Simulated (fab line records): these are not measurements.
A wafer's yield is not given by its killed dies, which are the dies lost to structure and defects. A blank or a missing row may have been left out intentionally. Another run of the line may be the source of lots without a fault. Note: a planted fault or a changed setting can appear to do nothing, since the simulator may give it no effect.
fab line records	flow n5_finfet
[record] lots = 5	wafers = 15	last_day = 17
route steps=1938 shown MOL_CONTACT_COAG@605 BEOL_M4@1111 PASSIVATION@1936
lots that met no fault: taken from a fault-free run of the same line
start_h: start of the lot's first displayed wafer, in hours after the record's first day	wait_h: hours from the lot's prior step to this one	" the same as in the row above	L1.1+2: a single row standing in for several wafers	- no value, or no start given	* or withheld: withheld	< > ~ a bound
route shown NAME@n: names a module that has steps shown in the file, with the first one's number in the route	usual: the fault-free wafers' mean and standard deviation	same: alike in all rows	chamber/n: place in a boat	sites: each site's reading	_std_site: the values' standard deviation	_edge_site: the outer-site mean with the inner-site mean subtracted	radius_mm: how far each site lies from the wafer's centre	mask NAME#n: copy n	behind: the most recent tool/chamber to have shaped the wafer	hold: the reason the lot was held/the length of the hold in hours/how it ended	device: whichever transistor did not switch (one of n, p or np)	end of line: tests of these same wafers at the route's end	for a step that has no rows: nothing shown but its recipe	killed: dies lost to structure and defects at the first sort, not the wafer's yield	map: the dies of a wafer, with x for killed, . for not killed, _ for no die there
set.NAME: the setting the step ran with; set.NAME@STEP: the setting that earlier step ran with	model.NAME: the simulator's own value behind a step, which no gauge read
lots seen at some steps along the route; tables by step, rows by wafer
services: when a tool's chamber went out of use (start_h, in hours from the record's first day, below 0 if earlier), for how many hours, and the reason
[[steps]]
[step N5_MOL_CONTACT_COAG_DESCUM_45]
[recipe] chemistry = O2	time_s = 7	source_power_w = 50	bias_power_w = 20	pressure_mtorr = 20	rf_frequency_hz = 2.712e+07	temp_c = 40	resist = CAR-EUV	o2_flow_sccm = 225
[step N5_MOL_CONTACT_COAG_ETCH_65]
[recipe] chemistry = N2/H2	target = underlayer	target_depth_a = 130	mask_material = CAR-EUV	time_s = 10.4	ion_energy_ev = 200	pressure_mtorr = 30	source_w = 840	bias_w = 150	n2_flow_sccm = 200	h2_flow_sccm = 200	ends = cleared
[step N5_MOL_CONTACT_COAG_ETCH_66]
[recipe] chemistry = CF4	target = SiARC	target_depth_a = 130	mask_material = CAR-EUV	time_s = 21.7	ion_energy_ev = 80	pressure_mtorr = 40	source_w = 545	bias_w = 36	Ar_flow_sccm = 100	cf4_flow_sccm = 100	ends = cleared
[step N5_MOL_CONTACT_COAG_ALD_133]
[recipe] material = SiO2	target_thk_a = 50	temp_c = 100	ald_precursor_family = BDEAS	ald_co_reactant = O2-plasma	pulse_time_s = 1	co_reactant_pulse_time_s = 1	purge_time_s = 2	co_reactant_purge_time_s = 2	ald_cycles = 35	pressure_torr = 2
[step N5_MOL_CONTACT_COAG_ETCHBACK_134]
[recipe] chemistry = CHF3	target = SiO2	target_depth_a = 100	time_s = 6.7	ion_energy_ev = 200	pressure_mtorr = 30	source_w = 610	bias_w = 170	Ar_flow_sccm = 200	CHF3_flow_sccm = 50
[step N5_MOL_CONTACT_COAG_ETCH_67]
[recipe] chemistry = N2/H2	target = SOC	target_depth_a = 600	overetch_a = 210	mask_material = SiARC	temp_c = 40	time_s = 101.2	ion_energy_ev = 200	pressure_mtorr = 30	source_w = 840	bias_w = 150	n2_flow_sccm = 200	h2_flow_sccm = 200
[step N5_MOL_CONTACT_COAG_STRIP_68]
[recipe] chemistry = N2/H2	temp_c = 40	n2_flow_sccm = 200	h2_flow_sccm = 200	rf_frequency_hz = 6e+07
[step N5_MOL_CONTACT_COAG_STRIP_69]
[recipe] chemistry = N2/H2	temp_c = 40	n2_flow_sccm = 200	h2_flow_sccm = 200	rf_frequency_hz = 6e+07
[step N5_MOL_CONTACT_COAG_ETCHBACK_136]
[recipe] chemistry = CHF3	target = SiO2	target_depth_a = 250	time_s = 16.7	ion_energy_ev = 200	pressure_mtorr = 30	source_w = 610	bias_w = 170	Ar_flow_sccm = 200	CHF3_flow_sccm = 50
[step N5_MOL_CONTACT_COAG_STRIP_120]
[recipe] chemistry = CHF3	resist = SiARC	rf_frequency_hz = 6e+07
[step N5_MOL_CONTACT_COAG_VIA_ETCH_117]
[recipe] chemistry = C4F6/O2	target_depth_a = 400	overetch_a = 80	mask_material = SOC	target = SiO2	bias_w = 455	pressure_mtorr = 10	time_s = 26	source_w = 325	Ar_flow_sccm = 300	C4F6_flow_sccm = 10	O2_flow_sccm = 10	ion_energy_ev = 575.3	ends = end_point
[step N5_MOL_CONTACT_COAG_ETCH_124]
[recipe] chemistry = CH3F/O2	target = SiNx	target_depth_a = 65	mask_material = SOC	stop_on = SiOC	over_etch_frac = 0.3	ion_energy_ev = 120	pressure_mtorr = 30	source_w = 395	bias_w = 73	Ar_flow_sccm = 150	CH3F_flow_sccm = 30	O2_flow_sccm = 20	ends = end_point
[usual] CH3F_flow_sccm = 30.00/0.083	O2_flow_sccm = 20.00/0.068	drypump_motor_current_A = 5.7/0.47	oes_product_au = 0.69/0.063	rf_fwd_power_W = 390.6/1.7	rf_vpp_V = 296.1/2.7	showerhead_plenum_p_Torr = 1.99/0.071	throttle_valve_pct = 16.29/0.19
lot.wafer	tool	chamber	start_h	wait_h	CH3F_flow_sccm	O2_flow_sccm	drypump_motor_current_A	oes_product_au	rf_fwd_power_W	rf_hours_counter_h	rf_vpp_V	showerhead_plenum_p_Torr	throttle_valve_pct	model.SOC_of_MOL_CONTACT_COAG_COAT_62.thk_nm
L996.1	rie_diel-02	3	146.54	0.0	30.19	20.08	4.8	0.72	391.2	61	297.2	1.94	16.32	48.2
L996.4	"	2	"	"	29.94	20.04	5.7	0.69	388.5	-	291.0	2.11	16.12	48
L996.6	"	1	"	"	30.02	20.00	5.6	0.72	386.6	-	296.6	2.02	15.96	48.2
L105.1	rie_diel-02	1	198.12	0.0	-	-	-	-	-	-	-	-	-	51.6
L105.2	"	2	"	"	-	-	-	-	-	-	-	-	-	51.4
L105.4	"	3	"	"	-	-	-	-	-	-	-	-	-	51.6
L106.2	rie_diel-06	2	205.43	0.0	-	-	-	-	-	-	-	-	-	51
L106.3	"	1	"	"	-	-	-	-	-	-	-	-	-	51.4
L106.6	"	3	"	"	-	-	-	-	-	-	-	-	-	51.2
L107.2	rie_diel-06	1	210.91	0.0	-	-	-	-	-	-	-	-	-	51.4
L107.4	"	3	"	"	-	-	-	-	-	-	-	-	-	51.4
L107.5	"	0	"	"	-	-	-	-	-	-	-	-	-	51.4
L112.2	rie_diel-01	1	237.64	0.0	29.90	20.03	5.4	0.58	392.0	239	296.2	1.97	16.49	48.6
L112.4	"	0	"	"	29.93	19.94	6.1	0.60	391.2	250	292.6	1.89	16.64	48.4
L112.6	"	1	"	"	29.95	20.12	5.3	0.58	392.3	-	296.4	1.97	16.50	48.6
[step N5_MOL_CONTACT_COAG_ETCH_48]
[recipe] chemistry = C4F6/O2	target_depth_a = 150	overetch_a = 45	mask_material = SOC	target = SiOC	bias_w = 465	pressure_mtorr = 10	time_s = 17	source_w = 335	Ar_flow_sccm = 300	C4F6_flow_sccm = 10	O2_flow_sccm = 10	ion_energy_ev = 576
[usual] C4F6_flow_sccm = 9.998/0.028	O2_flow_sccm = 10.00/0.032	drypump_motor_current_A = 5.7/0.47	oes_product_au = 0.66/0.071	rf_fwd_power_W = 332.2/1.3	rf_vpp_V = 1582/13	showerhead_plenum_p_Torr = 2.82/0.097	throttle_valve_pct = 40.38/0.3
lot.wafer	tool	chamber	start_h	wait_h	C4F6_flow_sccm	O2_flow_sccm	drypump_motor_current_A	oes_product_au	rf_fwd_power_W	rf_hours_counter_h	rf_vpp_V	showerhead_plenum_p_Torr	throttle_valve_pct	model.SOC_of_MOL_CONTACT_COAG_COAT_62.thk_nm
L996.1	rie_diel-02	3	146.58	0.0	10.013	10.02	4.8	0.70	331.3	61	1583	2.75	40.17	45.4
L996.4	"	2	"	"	9.940	10.01	5.7	0.73	332.2	-	1564	2.98	40.56	45.4
L996.6	"	1	"	"	9.998	9.97	5.6	0.72	332.4	-	1581	2.86	40.25	45.4
L105.1	rie_diel-02	1	198.16	0.0	10.003	9.96	5.6	0.70	330.7	70	1580	2.86	40.27	48.8
L105.2	"	2	"	"	9.992	9.99	5.8	0.69	333.0	89	1563	2.98	40.56	48.8
L105.4	"	3	"	"	10.044	9.99	4.8	0.65	333.1	81	1580	2.74	40.17	49
L106.2	rie_diel-06	2	205.47	0.0	10.007	9.99	5.5	0.75	333.4	44	1603	3.01	40.68	48.4
L106.3	"	1	"	"	10.005	9.98	6.7	0.70	331.0	118	1589	2.72	40.43	48.8
L106.6	"	3	"	"	9.986	10.06	5.1	0.71	332.5	-	1621	2.98	40.73	48.6
L107.2	rie_diel-06	1	210.95	0.0	9.972	10.00	6.7	0.63	330.9	119	1589	2.72	40.43	48.8
L107.4	"	3	"	"	10.029	10.02	5.1	0.67	332.6	63	1622	2.98	40.72	48.8
L107.5	"	0	"	"	9.989	10.06	5.3	0.67	334.2	-	1608	3.00	40.82	48.8
L112.2	rie_diel-01	1	237.68	0.0	9.979	9.98	5.3	0.55	332.8	239	1584	2.80	40.35	46.2
L112.4	"	0	"	"	9.999	9.96	6.1	0.58	331.9	250	1566	2.69	40.96	45.8
L112.6	"	1	"	"	9.966	10.02	5.3	0.55	335.2	-	1585	2.80	40.34	46.2
[step N5_MOL_CONTACT_COAG_STRIP_72]
[recipe] chemistry = N2/H2	power_w = 450	temp_c = 40	pressure_mtorr = 20	rf_frequency_hz = 6e+07	overash_fraction = 3	bias_power_w = 7	h2_frac = 0.5	n2_flow_sccm = 200	h2_flow_sccm = 200
[step N5_BEOL_M4_RC_MEAS_101]
[usual] DIBL_N = 36.1/1.5	DIBL_P = 36.1/1.9	IOFF_N = 0.159/0.029	IOFF_P = 0.21/0.038	ION_N = 675/11	ION_P = 464/8.1	SS_N = 71.5/0.57	SS_P = 73.3/0.64	VT_N = 249/3.1	VT_P = -250/3.8
lot.wafer	tool	chamber	start_h	wait_h	DIBL_N[mV/V]	DIBL_P[mV/V]	IOFF_N[nA/um]	IOFF_P[nA/um]	ION_N[uA/um]	ION_P[uA/um]	SS_N[mV/dec]	SS_P[mV/dec]	VT_N[mV]	VT_P[mV]
L996.1	prober-01	0	201.14	0.0	33.2	32.1	0.116	0.15	665	456	70.8	72.6	253	-255
L996.4	"	0	"	"	35.0	34.2	0.127	0.17	653	446	70.1	72.8	252	-253
L996.6	"	0	"	"	33.6	32.7	0.116	0.15	658	450	70.3	72.0	256	-255
L112.2	prober-01	0	321.60	0.2	36.2	37.9	0.192	0.27	679	475	71.6	74.0	246	-244
L112.4	"	0	"	"	34.7	35.0	0.153	0.21	683	473	71.3	73.3	249	-250
L112.6	"	0	"	"	36.2	36.5	0.183	0.23	682	463	71.3	74.1	248	-248
[step N5_PASSIVATION_PROBE_49]
[usual] defect_limited_yield = 91.5/1.6	killed_at_M0_to_M3 = 33/10	killed_at_M4_up = 13/5.6	killed_at_contacts = 13/6	killed_at_front_end = 39/12	killed_at_other = 3.0/2.8	killed_dies = 101/19	killed_on_rim = 13/4	killed_open = 65/13	killed_short = 32/8.3	sort_bin_5_function = 5.0/1	sort_bin_6_memory = 3.1/0.69	sort_n_pass = 1079/19	sort_yield_pct = 91.5/1.6
[same] gross_dies = 1180	killed_at_back_side = 0	sort_bin_4_leakage[%] = 0	sort_bin_8_speed[%] = 0
lot.wafer	tool	chamber	start_h	wait_h	defect_limited_yield[%]	killed_at_M0_to_M3	killed_at_M4_up	killed_at_contacts	killed_at_front_end	killed_at_other	killed_dies	killed_on_rim	killed_open	killed_short	sort_bin_5_function[%]	sort_bin_6_memory[%]	sort_n_pass	sort_yield_pct[%]
L105.1	prober-02	-	363.83	0.0	0	15	16	1077	71	1	1180	152	75	42	95.4	4.2	0	0
L105.2	prober-02	-	363.88	0.1	0	46	13	1091	29	1	1180	152	67	39	95.8	3.8	0	0
L105.4	prober-02	-	363.98	0.2	0	40	14	1086	39	1	1180	152	74	42	95.8	3.7	0	0
L107.2	prober-01	-	376.94	0.1	0	26	16	1127	11	0	1180	152	44	15	97.7	2.2	0	0
L107.4	prober-01	-	377.04	0.2	0	11	10	1131	27	1	1180	152	35	24	97.5	2.0	0	0
L107.5	prober-01	-	377.09	0.2	0	36	9	1114	21	0	1180	152	47	25	97.7	2.0	0	0
L106.2	prober-02	-	389.54	0.1	0	18	14	1113	34	1	1180	152	47	28	97.7	2.1	0	0
L106.3	prober-02	-	389.59	0.1	0	23	7	1130	20	0	1180	152	30	23	98.2	1.7	0	0
L106.6	prober-02	-	389.74	0.3	0	23	12	1121	24	0	1180	152	52	22	97.1	2.7	0	0
// killed by level:class
L105.1 MOL_CONTACT_COAG:area_etch=1063 FIN_SAQP:geometric_particle:open=13 STI_FIN_REVEAL:geometric_particle:open=11 GATE_CUT:geometric_particle:short=10 MOL_CONTACT_COAG:geometric_particle:open=10 DUMMY_GATE:geometric_particle:open=9 FIN_SAQP:geometric_particle:short=6 GATE_CUT:geometric_particle:open=5
L105.2 MOL_CONTACT_COAG:area_etch=1073 BEOL_M2:geometric_particle:open=15 MOL_CONTACT_COAG:geometric_particle:open=13 BEOL_M1:geometric_particle:short=7 BEOL_M0_SAQP:geometric_particle:open=6 STI_FIN_REVEAL:geometric_particle:open=5 MOL_CONTACT_COAG:geometric_particle:short=5 STARTING-WAFER:geometric_particle:short=5
L105.4 MOL_CONTACT_COAG:area_etch=1064 MOL_CONTACT_COAG:geometric_particle:open=16 BEOL_M0_SAQP:geometric_particle:short=14 BEOL_M2:geometric_particle:open=10 STI_FIN_REVEAL:geometric_particle:open=7 BEOL_M0_SAQP:geometric_particle:open=7 FIN_SAQP:geometric_particle:short=6 MOL_CONTACT_COAG:geometric_particle:short=6
L107.2 MOL_CONTACT_COAG:area_etch=1120 BEOL_M2:geometric_particle:open=9 MOL_CONTACT_COAG:geometric_particle:open=6 BEOL_M3:geometric_particle:open=6 BEOL_M4:geometric_particle:open=6 FIN_SAQP:geometric_particle:short=3 BEOL_M0_SAQP:geometric_particle:open=3 DUMMY_GATE:geometric_particle:open=2
L107.4 MOL_CONTACT_COAG:area_etch=1121 MOL_CONTACT_COAG:geometric_particle:open=7 FIN_SAQP:geometric_particle:short=5 DUMMY_GATE:geometric_particle:open=4 GATE_CUT:geometric_particle:short=4 STARTING-WAFER:geometric_particle:open=4 FIN_SAQP:geometric_particle:open=3 STI_FIN_REVEAL:geometric_particle:open=3
L107.5 MOL_CONTACT_COAG:area_etch=1107 BEOL_M3:geometric_particle:open=9 BEOL_M0_SAQP:geometric_particle:short=8 BEOL_M2:geometric_particle:open=7 MOL_CONTACT_COAG:geometric_particle:open=6 BEOL_M0_SAQP:geometric_particle:open=6 FIN_SAQP:geometric_particle:short=5 STI_FIN_REVEAL:geometric_particle:open=3
L106.2 MOL_CONTACT_COAG:area_etch=1103 GATE_CUT:geometric_particle:short=6 MOL_CONTACT_COAG:geometric_particle:open=6 BEOL_M0_SAQP:geometric_particle:open=6 BEOL_M3:geometric_particle:open=6 FIN_CUT:geometric_particle:short=4 FIN_CUT:geometric_particle:open=4 STI_FIN_REVEAL:geometric_particle:open=4
L106.3 MOL_CONTACT_COAG:area_etch=1127 BEOL_M0_SAQP:geometric_particle:short=7 BEOL_M0_SAQP:geometric_particle:open=6 STI_FIN_REVEAL:geometric_particle:open=4 BEOL_M1:geometric_particle:open=4 FIN_SAQP:geometric_particle:short=3 DUMMY_GATE:geometric_particle:open=3 MOL_CONTACT_COAG:geometric_particle:open=3
L106.6 MOL_CONTACT_COAG:area_etch=1106 MOL_CONTACT_COAG:geometric_particle:open=12 BEOL_M3:geometric_particle:open=8 BEOL_M0_SAQP:geometric_particle:open=5 BEOL_M4:geometric_particle:open=4 STI_FIN_REVEAL:geometric_particle:open=3 DUMMY_GATE:geometric_particle:short=3 GATE_CUT:geometric_particle:short=3
// map L105.1 (x killed, . not)
_________________xxxxxxxxxxxx________________
______________xxxxxxxxxxxxxxxxxx_____________
___________xxxxxxxxxxxxxxxxxxxxxxxx__________
__________xxxxxxxxxxxxxxxxxxxxxxxxxx_________
________xxxxxxxxxxxxxxxxxxxxxxxxxxxxxx_______
_______xxxxxxxxxxxxxxxxxxxxxxxxxxxxxxxx______
______xxxxxxxxxxxxxxxxxxxxxxxxxxxxxxxxxx_____
_____xxxxxxxxxxxxxxxxxxxxxxxxxxxxxxxxxxxx____
____xxxxxxxxxxxxxxxxxxxxxxxxxxxxxxxxxxxxxx___
___xxxxxxxxxxxxxxxxxxxxxxxxxxxxxxxxxxxxxxxx__
___xxxxxxxxxxxxxxxxxxxxxxxxxxxxxxxxxxxxxxxx__
__xxxxxxxxxxxxxxxxxxxxxxxxxxxxxxxxxxxxxxxxxx_
__xxxxxxxxxxxxxxxxxxxxxxxxxxxxxxxxxxxxxxxxxx_
_xxxxxxxxxxxxxxxxxxxxxxxxxxxxxxxxxxxxxxxxxxxx
_xxxxxxxxxxxxxxxxxxxxxxxxxxxxxxxxxxxxxxxxxxxx
_xxxxxxxxxxxxxxxxxxxxxxxxxxxxxxxxxxxxxxxxxxxx
_xxxxxxxxxxxxxxxxxxxxxxxxxxxxxxxxxxxxxxxxxxxx
_xxxxxxxxxxxxxxxxxxxxxxxxxxxxxxxxxxxxxxxxxxxx
_xxxxxxxxxxxxxxxxxxxxxxxxxxxxxxxxxxxxxxxxxxxx
_xxxxxxxxxxxxxxxxxxxxxxxxxxxxxxxxxxxxxxxxxxxx
_xxxxxxxxxxxxxxxxxxxxxxxxxxxxxxxxxxxxxxxxxxxx
__xxxxxxxxxxxxxxxxxxxxxxxxxxxxxxxxxxxxxxxxxx_
__xxxxxxxxxxxxxxxxxxxxxxxxxxxxxxxxxxxxxxxxxx_
___xxxxxxxxxxxxxxxxxxxxxxxxxxxxxxxxxxxxxxxx__
___xxxxxxxxxxxxxxxxxxxxxxxxxxxxxxxxxxxxxxxx__
____xxxxxxxxxxxxxxxxxxxxxxxxxxxxxxxxxxxxxx___
_____xxxxxxxxxxxxxxxxxxxxxxxxxxxxxxxxxxxx____
______xxxxxxxxxxxxxxxxxxxxxxxxxxxxxxxxxx_____
_______xxxxxxxxxxxxxxxxxxxxxxxxxxxxxxxx______
________xxxxxxxxxxxxxxxxxxxxxxxxxxxxxx_______
__________xxxxxxxxxxxxxxxxxxxxxxxxxx_________
___________xxxxxxxxxxxxxxxxxxxxxxxx__________
______________xxxxxxxxxxxxxxxxxx_____________
_________________xxxxxxxxxxxx________________
// map L106.2 (x killed, . not)
_________________xxxxxxxxxxxx________________
______________xxxxxxxxxxxxxxxxxx_____________
___________xxxxxxxxxxxxxxxxxxxxxxxx__________
__________xxxxxxxxxxxxxxxxxxxxxxxxxx_________
________xxxxxxxxxxxxxxxxxxxxxxxxxxxxxx_______
_______xxxxxxxxxxxxxxxxxxxxxxxxxxxxxxxx______
______xxxxxxxxxxxxxxxxxxxxxxxxxxxxxxxxxx_____
_____xxxxxxxxxxxxxxxxxxxxxxxxxxxxxxxxxxxx____
____xxxxxxxxxxxxxxxxxxxxxxxxxxxxxxxxxxxxxx___
___xxxxxxxxxxxxxxxxxxxxxxxxxxxxxxxxxxxxxxxx__
___xxxxxxxxxxxxxxxxxxxxxxxxxxxxxxxxxxxxxxxx__
__xxxxxxxxxxxxxxxxxxxxxxxxxxxxxxxxxxxxxxxxxx_
__xxxxxxxxxxxxxxxxxxxxxxxxxxxxxxxxxxxxxxxxxx_
_xxxxxxxxxxxxxxxxxxxxxxxxxxxxxxxxxxxxxxxxxxxx
_xxxxxxxxxxxxxxxxxxxxxxxxxxxxxxxxxxxxxxxxxxxx
_xxxxxxxxxxxxxxxxxxxxxxxxxxxxxxxxxxxxxxxxxxxx
_xxxxxxxxxxxxxxxxxxxxxxxxxxxxxxxxxxxxxxxxxxxx
_xxxxxxxxxxxxxxxxxxxxxxxxxxxxxxxxxxxxxxxxxxxx
_xxxxxxxxxxxxxxxxxxxxxxxxxxxxxxxxxxxxxxxxxxxx
_xxxxxxxxxxxxxxxxxxxxxxxxxxxxxxxxxxxxxxxxxxxx
_xxxxxxxxxxxxxxxxxxxxxxxxxxxxxxxxxxxxxxxxxxxx
__xxxxxxxxxxxxxxxxxxxxxxxxxxxxxxxxxxxxxxxxxx_
__xxxxxxxxxxxxxxxxxxxxxxxxxxxxxxxxxxxxxxxxxx_
___xxxxxxxxxxxxxxxxxxxxxxxxxxxxxxxxxxxxxxxx__
___xxxxxxxxxxxxxxxxxxxxxxxxxxxxxxxxxxxxxxxx__
____xxxxxxxxxxxxxxxxxxxxxxxxxxxxxxxxxxxxxx___
_____xxxxxxxxxxxxxxxxxxxxxxxxxxxxxxxxxxxx____
______xxxxxxxxxxxxxxxxxxxxxxxxxxxxxxxxxx_____
_______xxxxxxxxxxxxxxxxxxxxxxxxxxxxxxxx______
________xxxxxxxxxxxxxxxxxxxxxxxxxxxxxx_______
__________xxxxxxxxxxxxxxxxxxxxxxxxxx_________
___________xxxxxxxxxxxxxxxxxxxxxxxx__________
______________xxxxxxxxxxxxxxxxxx_____________
_________________xxxxxxxxxxxx________________
[[services]]
tool	chamber	start_h	hours	kind
rie_diel-02	0	145.20	4.2	repair
rie_diel-01	2	155.86	-	clean
rie_diel-01	2	155.86	-	consumable_replace:focus_ring
rie_diel-01	2	155.86	24.8	scheduled_down
rie_diel-01	2	155.86	24.8	vent_cycle
rie_diel-06	3	219.51	1.4	repair
[[key]]
[first_sign] step = N5_MOL_CONTACT_COAG_ETCH_124	reading = tool_record	direction = missing
[effect] step = N5_PASSIVATION_PROBE_49	reading = killed_at_contacts	direction = up	sigmas = 99+	usual = 13	struck = 1110
[model_effect] step = N5_MOL_CONTACT_COAG_ETCH_124	value = SOC_of_MOL_CONTACT_COAG_COAT_62.thk_nm	without = 48.27	struck = 51.38
[model_effect] step = N5_MOL_CONTACT_COAG_ETCH_48	value = SOC_of_MOL_CONTACT_COAG_COAT_62.thk_nm	without = 45.64	struck = 48.76
[more_kills_born_at] N5_MOL_CONTACT_COAG_ETCH_124@rie_diel-06 = 6684	N5_MOL_CONTACT_COAG_ETCH_124@rie_diel-02 = 3200
met_at N5_MOL_CONTACT_COAG_ETCH_124
struck_wafers L105.1,L105.2,L105.4,L106.2,L106.3,L106.6,L107.2,L107.4,L107.5
later_rows_left_out L105.1,L105.2,L105.4,L106.2,L106.3,L106.6,L107.2,L107.4,L107.5
onset_between 146.54 198.12
[fault] kind = skipped_step_whole	tool = rie_diel-02,rie_diel-06	chamber = -	onset_h = 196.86	steps = N5_MOL_CONTACT_COAG_ETCH_124	scope = struck_lots_only
// later_rows_left_out: the simulator's readings of these wafers behind a module that went badly wrong aren't trusted and aren't shown, but for the sort
